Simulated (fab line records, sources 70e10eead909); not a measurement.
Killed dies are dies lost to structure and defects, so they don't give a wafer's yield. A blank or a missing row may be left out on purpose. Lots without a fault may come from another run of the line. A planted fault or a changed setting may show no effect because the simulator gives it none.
fab line records | flow nand_harc
record lots=6 wafers=18 last_day=33
route steps=1302 shown THIN_TSV@1256
lots that met no fault: from a run of the same line without faults
start_h: hours from the record's first day to the start of the lot's first wafer shown | wait_h: hours since the lot's step before | " the same as in the row above | L1.1+2: a row that stands for several wafers | - no value, or no start given | * or withheld: withheld | < > ~ a bound
route shown NAME@n: a module of which the file shows steps, and the number in the route of the first | usual: mean/standard deviation of fault-free wafers | same: alike in all rows | chamber/n: place in a boat | sites: the reading at each site | _std_site: their standard deviation | _edge_site: outer sites' mean less inner sites' | radius_mm: how far each site lies from the wafer's centre | mask NAME#n: copy n | behind: the tool/chamber that last shaped the wafer | hold: why the lot was held/for how many hours/how that ended | device: the transistor (n, p or np) that didn't switch | end of line: the same wafers' tests at the end of the route | a step without rows: its recipe alone | killed: dies lost to structure and defects at the first sort, not the wafer's yield | map: a wafer's dies, x killed, . not, _ none there
set.NAME: the setting as run; set.NAME@STEP: as run at that earlier step | model.NAME: the simulator's own value behind a step, which no gauge read
lots at some steps of the route; a table a step, a row a wafer
services: from which hour (start_h, from the record's first day; less than 0 if before it) a tool's chamber was out of use, for how many hours, and why
## steps
# step NHARC_THIN_TSV_EXPOSE_09
# recipe na=0.55 dose_mj=30.7 mask_id=TSV
# step NHARC_THIN_TSV_PEB_10
# recipe peb_temp_c=118 peb_time_s=85
# step NHARC_THIN_TSV_DEVELOP_11
# recipe time_s=70
# step NHARC_THIN_TSV_CD_MEAS_12
# recipe target_cd_nm=1000 landing_energy_ev=500
# usual cd_nm=1001.1/3
# columns lot.wafer tool chamber start_h wait_h cd_nm
L470.1 cd_sem-03 0 561.31 - 996.7
L470.5 " 0 " " 997.7
L470.6 " 0 " " 998.7
L473.1 cd_sem-01 0 622.51 - 1004.5
L473.3 " 0 " " 1005.1
L473.5 " 0 " " 1001.7
L480.1 cd_sem-02 0 673.48 - 1002.6
L480.4 " 0 " " 1003.2
L480.5 " 0 " " 1002.8
L487.1 cd_sem-02 0 729.27 - 1002.8
L487.2 " 0 " " 1002.4
L487.3 " 0 " " 1000.5
L488.2 cd_sem-01 0 747.34 - 1000.3
L488.3 " 0 " " 1004.8
L488.6 " 0 " " 1006.2
L492.2 cd_sem-01 0 773.06 - 1000.8
L492.5 " 0 " " 1001.6
L492.6 " 0 " " 1003.3
# step NHARC_THIN_TSV_HARDBAKE_13
# recipe temp_c=125 time_s=80
# step NHARC_THIN_TSV_DESCUM_14
# recipe time_s=3 o2_flow_sccm=200 ar_flow_sccm=0 bias_power_w=0 chemistry=O2
# step NHARC_THIN_TSV_ETCH_44
# recipe target_depth_a=15942 time_s=797.1 cf4_flow_sccm=150 o2_flow_sccm=10 ar_flow_sccm=0 rf_w=300 bias_w=800 chemistry=CF4/O2
# usual cf4_flow_sccm=150.1/0.42 drypump_motor_current_A=5.7/0.45 oes_product_au=1.001/0.016 rf_vpp_V=795/3.2 showerhead_plenum_p_Torr=1.84/0.051 throttle_valve_pct=16.915/0.0086
# columns lot.wafer tool chamber start_h wait_h cf4_flow_sccm drypump_motor_current_A oes_product_au rf_hours_counter_h rf_vpp_V showerhead_plenum_p_Torr throttle_valve_pct
L470.1 rie_diel-10 1 561.67 0.2 150.1 5.4 0.993 7.0 793 1.81 16.900
L470.6 " 3 " " 150.4 6.4 0.988 - 799 1.91 16.921
L470.5 " 0 " " 149.4 5.6 1.038 - 799 1.88 16.904
L473.1 rie_diel-11 0 622.76 0.1 150.3 5.6 1.024 0.2 794 1.84 16.901
L473.3 " 1 " " 149.8 4.9 0.995 0.2 798 1.88 16.926
L473.5 " 1 " " 149.8 4.9 0.988 - 797 1.88 16.915
L480.1 rie_diel-11 1 673.72 0.1 149.2 4.9 0.989 4.6 797 1.88 16.922
L480.4 " 3 " " 150.0 5.5 1.007 3.4 801 1.94 16.920
L480.5 " 1 " " 149.4 4.9 0.986 - 798 1.88 16.909
L487.3 rie_diel-11 1 729.51 0.1 150.3 4.9 0.971 8.0 797 1.88 16.906
L487.2 " 2 " " 150.4 6.6 0.988 7.0 792 1.79 16.919
L487.1 " 0 " " 150.0 5.6 1.004 8.0 794 1.84 16.906
L488.2 rie_diel-11 3 747.58 0.1 150.2 5.5 1.007 6.4 801 1.94 16.911
L488.3 " 0 " " 149.8 5.6 1.013 8.6 796 1.84 16.923
L488.6 " 0 " " 150.4 5.6 1.016 - 795 1.84 16.909
L492.2 rie_diel-11 3 773.42 0.2 150.4 5.5 1.017 8.3 800 1.94 16.915
L492.6 " 1 " " 150.3 4.9 0.970 - 797 1.88 16.913
L492.5 " 2 " " 150.1 6.6 0.974 - 793 1.79 16.915
# step NHARC_THIN_TSV_ETCH_15
# recipe target_depth_a=30000 bosch_target_overetch_cycles=2 bosch_etch_step_s=2.8 bosch_dep_step_s=1.2 bosch_cycles=14
# usual drypump_motor_current_A=5.8/0.43
# columns lot.wafer tool chamber start_h wait_h drypump_motor_current_A rf_hours_counter_h
L470.1 rie_si-03 0 562.15 - 4.8 0.9
L470.5 " 2 " " 6.3 -
L470.6 " 3 " " 5.3 -
L473.1 rie_si-03 3 623.34 - 5.2 0.2
L473.3 " 1 " " 5.5 0.2
L473.5 " 2 " " 6.4 -
L480.4 rie_si-05 0 674.29 - 5.7 0.1
L480.1 " 3 " " 5.8 0.0
L480.5 " 0 " " 5.7 -
L487.3 rie_si-06 1 730.08 - 6.3 0.8
L487.1 " 2 " " 6.0 0.7
L487.2 " 3 " " 5.8 0.8
L488.2 rie_si-05 2 748.16 - 6.1 0.7
L488.3 " 0 " " 5.7 0.6
L488.6 " 2 " " 6.1 -
L492.2 rie_si-05 3 773.87 - 5.8 0.8
L492.6 " 3 " " 5.8 -
L492.5 " 0 " " 5.7 -
# step NHARC_THIN_TSV_CD_MEAS_16
# usual cd_nm=1001/3.3
# columns lot.wafer tool chamber start_h wait_h cd_nm
L470.1 cd_sem-01 - 562.27 0.1 997
L470.5 " - " " 997
L470.6 " - " " 999
L473.1 cd_sem-03 - 623.47 0.1 1005
L473.3 " - " " 1004
L473.5 " - " " 1001
L480.1 cd_sem-02 - 674.44 0.1 1003
L480.4 " - " " 1004
L480.5 " - " " 1002
L487.1 cd_sem-03 - 730.23 0.1 1003
L487.2 " - " " 1002
L487.3 " - " " 1000
L488.2 cd_sem-02 - 748.30 0.1 1000
L488.3 " - " " 1005
L488.6 " - " " 1006
L492.2 cd_sem-02 - 774.02 0.1 1001
L492.5 " - " " 1001
L492.6 " - " " 1002
# step NHARC_THIN_TSV_STRIP_45
# recipe power_w=1500 temp_c=250 chemistry=O2
# usual drypump_motor_current_A=6.0/0.37 heater_power_w=316/23 rf_refl_power_W=23.0/2.4
# columns lot.wafer tool chamber start_h wait_h drypump_motor_current_A heater_power_w rf_hours_counter_h rf_refl_power_W
L470.1 plasma_asher-02 0 562.40 0.1 6.4 335 28 -
L470.6 " 1 " " 5.5 274 - -
L470.5 " 0 " " 6.4 326 - -
L473.1 plasma_asher-01 0 623.59 0.1 6.2 336 19 -
L473.3 " 0 " " 6.2 346 - -
L473.5 " 0 " " 6.2 351 - -
L480.1 plasma_asher-01 1 674.51 0.1 5.7 326 31 -
L480.4 " 1 " " 5.7 335 - -
L480.5 " 1 " " 5.7 323 - -
L487.1 plasma_asher-01 1 730.30 0.1 5.7 319 6 19.8
L487.2 " 0 " " 6.2 331 6 26.7
L487.3 " 1 " " 5.7 326 - 19.3
L488.2 plasma_asher-01 1 748.41 0.1 5.7 328 9 20.2
L488.3 " 0 " " 6.2 328 - 26.1
L488.6 " 0 " " 6.2 336 - 26.0
L492.2 plasma_asher-01 0 774.09 0.1 6.2 327 14 -
L492.6 " 0 " " 6.2 330 - -
L492.5 " 1 " " 5.7 322 - -
# step NHARC_THIN_TSV_STRIP_46
# recipe time_s=1200 temp_c=72.5 chemistry=post_etch_residue_remover
# step NHARC_THIN_TSV_DEP_47
# recipe target_thk_a=2000 temp_c=withheld pressure_torr=6.5 rf_w=900 teos_flow_sccm=161.4 flow_sccm=2650 target_thk_nm=200 gas=O2 material=SiO2
# usual throttle_valve_pct=15.9/0.61
# columns lot.wafer tool chamber start_h wait_h since_wet_clean_h throttle_valve_pct
L470.1 pecvd-02 2 563.23 - 142 15.7
L470.6 " 0 " " - 16.8
L470.5 " 1 " " - 16.0
L473.3 pecvd-01 2 624.35 - 119 16.3
L473.1 " 0 " " 119 16.2
L473.5 " 1 " " - 15.5
L480.1 pecvd-02 1 675.30 - 73 16.1
L480.4 " 1 " " - 16.1
L480.5 " 2 " " - 14.8
L487.3 pecvd-04 2 731.28 - 87 15.1
L487.2 " 0 " " 87 16.4
L487.1 " 1 " " 87 16.0
L488.2 pecvd-01 1 749.17 - 63 15.6
L488.3 " 2 " " 63 16.6
L488.6 " 2 " " - 16.2
L492.2 pecvd-04 2 774.98 - 131 15.4
L492.6 " 0 " " - 16.3
L492.5 " 1 " " - 15.6
# step NHARC_THIN_TSV_ETCHBACK_48
# recipe target_depth_a=10285 over_etch_frac=0.3 time_s=405.17 ion_energy_ev=250 c4f8_flow_sccm=withheld ar_flow_sccm=withheld rf_w=600 bias_w=300 chemistry=C4F8/Ar
# usual oes_product_au=0.95/0.038 rf_vpp_V=547.3/2.3 run_length_s=426.7/0.55
# columns lot.wafer tool chamber start_h wait_h oes_product_au rf_hours_counter_h rf_vpp_V run_length_s
L470.1 rie_diel-07 0 563.61 - 0.94 5 544.8 426.1
L470.6 " 2 " " 0.93 - 546.4 426.9
L470.5 " 3 " " 0.94 - 547.7 427.7
L473.3 rie_diel-10 3 624.77 - 1.01 1 551.7 425.8
L473.1 " 0 " " 1.02 1 548.2 426.3
L473.5 " 0 " " 1.03 - 547.4 426.2
L480.4 rie_diel-10 1 675.71 - 0.91 4 545.3 426.4
L480.1 " 0 " " 0.94 4 548.8 426.2
L480.5 " 2 " " 0.92 - 545.2 426.8
L487.1 rie_diel-07 2 731.72 - 0.93 4 545.9 426.9
L487.2 " 3 " " 0.93 5 546.6 427.1
L487.3 " 0 " " 0.93 5 543.1 335.4
L488.2 rie_diel-07 2 749.57 - 1.02 5 544.9 426.9
L488.3 " 3 " " 0.93 7 547.8 336.6
L488.6 " 2 " " 1.02 - 547.5 336.6
L492.2 rie_diel-11 2 775.36 - 0.91 10 545.1 426.5
L492.5 " 0 " " 0.93 - 545.6 427.2
L492.6 " 1 " " 0.90 - 548.9 427.1
# step NHARC_THIN_TSV_STRIP_62
# recipe power_w=1500 temp_c=250 time_s=20 chemistry=N2/H2
# usual drypump_motor_current_A=6.0/0.33 heater_power_w=322/18 rf_refl_power_W=23.0/2.6
# columns lot.wafer tool chamber start_h wait_h drypump_motor_current_A heater_power_w rf_hours_counter_h rf_refl_power_W
L470.1 plasma_asher-01 0 563.90 - 6.2 334 8 -
L470.5 " 0 " " 6.2 333 - -
L470.6 " 1 " " 5.7 324 - -
L473.1 plasma_asher-02 0 625.20 - 6.4 327 3 22.3
L473.3 " 0 " " 6.4 321 - 22.5
L473.5 " 1 " " 5.5 287 - 24.5
L480.1 plasma_asher-01 0 676.09 - 6.2 345 32 26.3
L480.4 " 0 " " 6.2 346 - 25.9
L480.5 " 0 " " 6.2 342 - 25.5
L487.2 plasma_asher-02 1 732.04 - 5.5 285 25 25.4
L487.1 " 0 " " 6.4 321 25 21.2
L487.3 " 1 " " 5.6 294 - 26.2
L488.2 plasma_asher-02 0 749.93 - 6.4 314 29 21.2
L488.3 " 0 " " 6.4 326 - 21.0
L488.6 " 0 " " 6.4 326 - 21.2
L492.2 plasma_asher-01 0 775.65 - 6.2 330 15 25.6
L492.5 " 0 " " 6.2 328 - 25.5
L492.6 " 1 " " 5.7 316 - 20.2
## services
# columns tool chamber start_h hours kind
pecvd-04 1 543.51 4.8 repair
rie_diel-11 2 550.39 5.2 repair
rie_si-03 - 575.00 9.0 pm
pecvd-04 2 583.16 2.0 repair
rie_diel-10 3 585.46 3.2 repair
rie_si-03 3 586.21 3.1 repair
pecvd-02 - 589.10 13.0 pm
rie_diel-11 3 593.15 1.6 repair
rie_si-03 0 594.13 7.1 repair
rie_diel-10 - 596.50 9.0 pm
plasma_asher-02 - 603.37 9.0 pm
rie_diel-11 - 609.50 9.0 pm
plasma_asher-02 - 618.41 0.4 repair
rie_diel-10 2 621.59 7.9 repair
rie_diel-07 - 648.20 9.0 pm
rie_si-05 - 659.00 9.0 pm
plasma_asher-02 - 673.09 0.9 repair
rie_si-05 0 678.75 1.1 repair
rie_si-05 1 692.64 7.2 repair
plasma_asher-01 - 696.08 9.0 pm
rie_diel-07 2 702.83 16.4 repair
rie_diel-11 3 708.37 4.5 repair
rie_diel-10 3 716.70 12.4 repair
rie_diel-10 - 773.50 9.0 pm
## key
first_sign step=NHARC_THIN_TSV_ETCHBACK_48 reading=run_length_s direction=down sigmas=99+ usual=* struck=*
effect none on later readings
met_at NHARC_THIN_TSV_ETCHBACK_48
struck_wafers L487.3,L488.3,L488.6
sort_left_out L487.3,L488.3,L488.6
onset_between 563.61 731.72
fault kind=process_parameter_drift tool=rie_diel-07 chamber=- onset_h=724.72 steps=NHARC_THIN_TSV_ETCHBACK_48 channel=time_s offset=* shape=step end_h=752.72 scope=struck_wafers_only acts_in=* stated=*
# sort_left_out: the simulated sort isn't trusted on such a fault, so these wafers' sort isn't shown, and their yield isn't known
